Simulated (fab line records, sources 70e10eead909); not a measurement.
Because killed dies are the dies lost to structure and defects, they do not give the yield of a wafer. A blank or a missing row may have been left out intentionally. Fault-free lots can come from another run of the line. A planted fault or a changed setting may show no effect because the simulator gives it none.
The tool behind it: which one? ; flow nand harc ; Sampling: 12 lots, 34 wafers, 4 of 1302 route steps

== WHAT THE GAUGES READ, wafer by wafer ==
The record lacks any reading of a measuring or inspecting step that a usual standard deviation could be used to judge.

== EACH LOT AND THE TOOL THAT RAN IT (in order: tool; ch and the chambers of the sampled wafers; start) ==
lot;NHARC_A_CHANNEL_FILL_D2_ETCHBACK_20;NHARC_A_CHANNEL_FILL_D2_ALD_25;NHARC_A_STAIRCASE_ETCH_169;NHARC_A_STAIRCASE_TRIM_12
L529;rie diel-04 ch 0,2,3, day 14 22:21;ald hk-03 ch 0,1,2, day 15 11:38;rie diel-01 ch 1,2,3, day 15 23:05;rie diel-01 ch 1,2,3, day 16 01:01
L533;rie diel-13 ch 0,1, day 15 22:29;ald hk-04 ch 0,1,2, day 16 11:12;rie diel-05 ch 1,2,3, day 16 23:06;rie diel-09 ch 1,2,3, day 17 01:08
L534;rie diel-13 ch 0,2, day 16 16:52;ald hk-04 ch 0,2, day 17 08:50;rie diel-09 ch 1,2,3, day 17 21:50;rie diel-09 ch 0,1,3, day 17 23:41
L536;rie diel-04 ch 1,2, day 17 05:29;ald hk-02 ch 0,3, day 17 17:26;rie diel-09 ch 1,3, day 18 06:28;rie diel-05 ch 0,1, day 18 08:20
L537;rie diel-04 ch 2,3, day 17 17:23;ald hk-03 ch 0,1,2, day 18 10:04;rie diel-09 ch 0,1,3, day 18 23:19;rie diel-09 ch 0,1,3, day 19 01:22
L538;rie diel-11 ch 0,3, day 17 17:23;ald hk-02 ch 1,3, day 18 06:21;rie diel-01 ch 1, day 18 19:49;rie diel-09 ch 1,2,3, day 18 22:01
L540;rie diel-04 ch 1,2,3, day 18 22:34;ald hk-02 ch 1,2, day 19 09:56;rie diel-09 ch 0,2,3, day 19 22:56;rie diel-09 ch 0,2, day 20 00:49
L541;rie diel-11 ch 1,2, day 19 17:50;ald hk-04 ch 1,2, day 20 06:59;rie diel-09 ch 3, day 20 18:47;rie diel-01 ch 3, day 20 20:31
L542;rie diel-04 ch 0,1, day 20 04:07;ald hk-03 ch 0,3, day 20 18:14;rie diel-09 ch 0,3, day 21 06:40;rie diel-01 ch 0,1, day 21 08:31
L548;rie diel-04 ch 0,1,2, day 22 08:39;ald hk-03 ch 1,2,3, day 22 20:34;rie diel-01 ch 1,2,3, day 23 13:30;rie diel-09 ch 0,2,3, day 23 15:15
L550;rie diel-11 ch 1,3, day 22 17:03;ald hk-04 ch 1,2,3, day 23 07:32;rie diel-09 ch 0,1, day 23 19:34;rie diel-09 ch 0,2,3, day 23 21:17
L552;rie diel-13 ch 0,1,2, day 24 03:54;ald hk-03 ch 0,1,2, day 24 15:57;rie diel-09 ch 1,2,3, day 25 08:13;rie diel-09 ch 1,2,3, day 25 10:01
- NHARC_A_CHANNEL_FILL_D2_ETCHBACK_20: etches the open film in C4F8/O2/Ar, target depth 27 nm, time 13.5 s.
- NHARC_A_CHANNEL_FILL_D2_ALD_25: deposits SiOx, target thk 60 nm, pulse time 10 s, ald cycles 600.
- NHARC_A_STAIRCASE_ETCH_169: etches the open film in CH3F/O2, target depth 50 nm, time 107.1 s.
- NHARC_A_STAIRCASE_TRIM_12: chemistry O2, time 211.2 s.

== WHAT THE TOOLS THEMSELVES READ (means of the sampled wafers that have a number; where no wafer has one, the mark that the record gives instead) ==
NHARC_A_CHANNEL_FILL_D2_ETCHBACK_20. Usual: oes product au 0.988 a.u., standard deviation 0.023; rf vpp V 976 V, standard deviation 6.
lot;tool;oes product au (a.u.);rf vpp V (V);flag
L529;rie diel-04;0.954;977;
L533;rie diel-13;0.994;981;
L534;rie diel-13;0.982;977;
L536;rie diel-04;0.940;979;
L537;rie diel-04;0.999;977;
L538;rie diel-11;1.003;985;
L540;rie diel-04;1.005;975;
L541;rie diel-11;0.995;970;
L542;rie diel-04;1.004;976;
L548;rie diel-04;0.993;978;
L550;rie diel-11;1.010;974;
L552;rie diel-13;0.925;977;

NHARC_A_CHANNEL_FILL_D2_ALD_25. Usual: heater power w 456 W, standard deviation 49; precursor pulse height rel 1.000, standard deviation 0.021.
lot;tool;heater power w (W);precursor pulse height rel;flag
L529;ald hk-03;465;1.001;
L533;ald hk-04;482;1.010;
L534;ald hk-04;494;1.009;
L536;ald hk-02;403;0.991;
L537;ald hk-03;440;0.999;
L538;ald hk-02;421;0.999;
L540;ald hk-02;461;1.019;
L541;ald hk-04;444;0.982;
L542;ald hk-03;482;1.023;
L548;ald hk-03;456;0.987;
L550;ald hk-04;453;1.002;
L552;ald hk-03;451;1.011;

NHARC_A_STAIRCASE_ETCH_169. Usual: drypump motor current A 5.9 A, standard deviation 0.42; o2 flow sccm 29.99 sccm, standard deviation 0.084; oes product au 0.959 a.u., standard deviation 0.016; rf vpp V 245.1 V, standard deviation 1.5; run length s 128.4 s, standard deviation 0.54; showerhead plenum p Torr 2.51 Torr, standard deviation 0.093; throttle valve pct 20.663 %, standard deviation 0.0099.
lot;tool;drypump motor current A (A);o2 flow sccm (sccm);oes product au (a.u.);rf vpp V (V);run length s (s);showerhead plenum p Torr (Torr);throttle valve pct (%);flag
L529;rie diel-01;5.8;29.99;0.940;243.2;128.5;2.41;20.665;
L533;rie diel-05;5.6;29.96;0.943;246.7;128.6;2.59;20.659;
L534;rie diel-09;6.2;29.90;0.967;245.1;127.9;2.55;20.665;
L536;rie diel-09;6.2;30.07;0.971;246.4;127.6;2.60;20.668;
L537;rie diel-09;6.0;30.03;0.949;245.4;127.9;2.57;20.671;
L538;rie diel-01;5.2;29.95;0.930;243.7;129.0;2.41;20.663;
L540;rie diel-09;6.1;29.95;0.956;246.3;140.9;2.55;20.666;OFF
L541;rie diel-09;6.4;29.96;0.964;247.0;137.6;2.62;20.654;OFF
L542;rie diel-09;6.1;30.07;0.968;245.1;147.6;2.57;20.668;OFF
L548;rie diel-01;5.8;29.95;0.944;244.1;128.6;2.39;20.656;
L550;rie diel-09;5.8;30.02;0.969;245.1;127.9;2.51;20.660;
L552;rie diel-09;6.2;29.96;0.950;245.9;127.9;2.53;20.665;

NHARC_A_STAIRCASE_TRIM_12. Usual: drypump motor current A 5.9 A, standard deviation 0.42; o2 flow sccm 500.1 sccm, standard deviation 1.7; oes product au 1.004 a.u., standard deviation 0.01; rf vpp V 58.0 V, standard deviation 0.85; showerhead plenum p Torr 3.60 Torr, standard deviation 0.12; throttle valve pct 17.036 %, standard deviation 0.0092.
lot;tool;drypump motor current A (A);o2 flow sccm (sccm);oes product au (a.u.);rf vpp V (V);showerhead plenum p Torr (Torr);throttle valve pct (%);flag
L529;rie diel-01;5.8;502.1;0.996;57.1;3.46;17.035;
L533;rie diel-09;6.2;500.8;1.009;58.1;3.67;17.029;
L534;rie diel-09;6.0;499.4;0.999;58.0;3.68;17.035;
L536;rie diel-05;5.5;501.0;1.003;58.2;3.69;17.023;
L537;rie diel-09;6.0;498.2;0.997;57.6;3.67;17.038;
L538;rie diel-09;6.2;500.6;1.013;58.1;3.66;17.036;
L540;rie diel-09;5.9;500.2;0.996;58.7;3.60;17.039;
L541;rie diel-01;5.8;499.9;0.996;57.8;3.56;17.035;
L542;rie diel-01;5.7;499.1;0.998;57.2;3.40;17.044;
L548;rie diel-09;6.1;498.8;1.017;57.4;3.63;17.037;
L550;rie diel-09;6.1;498.8;1.007;57.7;3.63;17.031;
L552;rie diel-09;6.2;499.4;0.993;58.3;3.63;17.044;

== THE ANSWER, worked out from the rows above alone ==
Rule: take the mean of a lot's wafers that have a number; if it is more than 3 standard deviations from the usual mean, the lot is off. A lot without any number at a reading at which 4 lots or more have one is off too. Where the step has rows for the other lots, those lots are counted as sound. Order of review: gauges by route order, followed by the tools' own readings, for which a lot's mean as printed above is used. The first step at which some lot is off is used, and at that step the reading that is off furthest; a lot without a number counts as furthest.
Off: L540, L541, L542, at NHARC_A_STAIRCASE_ETCH_169 (run length s).
A tool fits if, at that step or a process step before it, it ran every lot that is off, and no sound lot after the first of them. No candidate that was tried fits.

== WHAT THE SIMULATOR HAD INSERTED ==
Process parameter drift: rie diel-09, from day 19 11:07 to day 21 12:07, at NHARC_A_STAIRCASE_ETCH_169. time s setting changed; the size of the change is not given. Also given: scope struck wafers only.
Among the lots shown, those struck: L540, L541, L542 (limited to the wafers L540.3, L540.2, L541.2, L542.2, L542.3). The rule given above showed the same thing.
